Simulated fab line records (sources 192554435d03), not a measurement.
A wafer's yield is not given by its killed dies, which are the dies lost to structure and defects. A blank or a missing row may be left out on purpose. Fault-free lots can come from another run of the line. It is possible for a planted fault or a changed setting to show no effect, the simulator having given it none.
Matching of chambers ; flow n5 finfet ; cvd co-02 running N5_BEOL_M5_CO_CAP_78: 3 sister chambers
The step material Co, precursor CCTBA/H2, target thk 2 nm, time 102.1 s. 14 wafers are shown with their chamber, then 7 later ones without.

== EACH WAFER AND ITS CHAMBER ==
wafer;chamber;heater power w (W)
L224.2;2;251
L224.3;0;219
L224.6;0;212
L228.2;0;225
L228.3;2;256
L228.6;1;230
L231.3;2;260
L231.4;2;254
L231.6;1;231
L234.3;0;220
L234.4;2;251
L234.6;0;214
L243.2;0;223
L243.4;2;257

SIGNATURES, as means of the wafers listed above
reading;chamber 0;chamber 1;chamber 2;scatter within a chamber
heater power w;218.83;230.50;254.83;4.16
Rule: for a wafer and a chamber, the distance is found by dividing, reading by reading, the gap between the wafer's reading and the chamber's mean by the reading's scatter, squaring, summing and taking the root. If the next closest chamber is less than 2 further off than the closest, the wafer can't be placed; otherwise it belongs to the closest. The scatter is the square root of a quotient: the sum, over the shown wafers, of each reading's squared deviation from its chamber's mean, divided by wafers minus chambers.

== WAFERS WHOSE CHAMBER IS MISSING ==
wafer;heater power w (W)
L243.6;229
L244.3;222
L244.5;233
L244.6;259
L246.1;259
L246.4;264
L246.5;222

== THE CHAMBER EACH PASSED THROUGH ==
wafer;from the rows above;in truth
L243.6;1;1
L244.3;can't be placed: 0 or 1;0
L244.5;1;1
L244.6;2;2
L246.1;2;2
L246.4;2;2
L246.5;can't be placed: 0 or 1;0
Correctly placed: 5 of 7. Can't be placed from these rows: 2 (the true chamber is among the candidates in 2). Placed wrongly: 0.
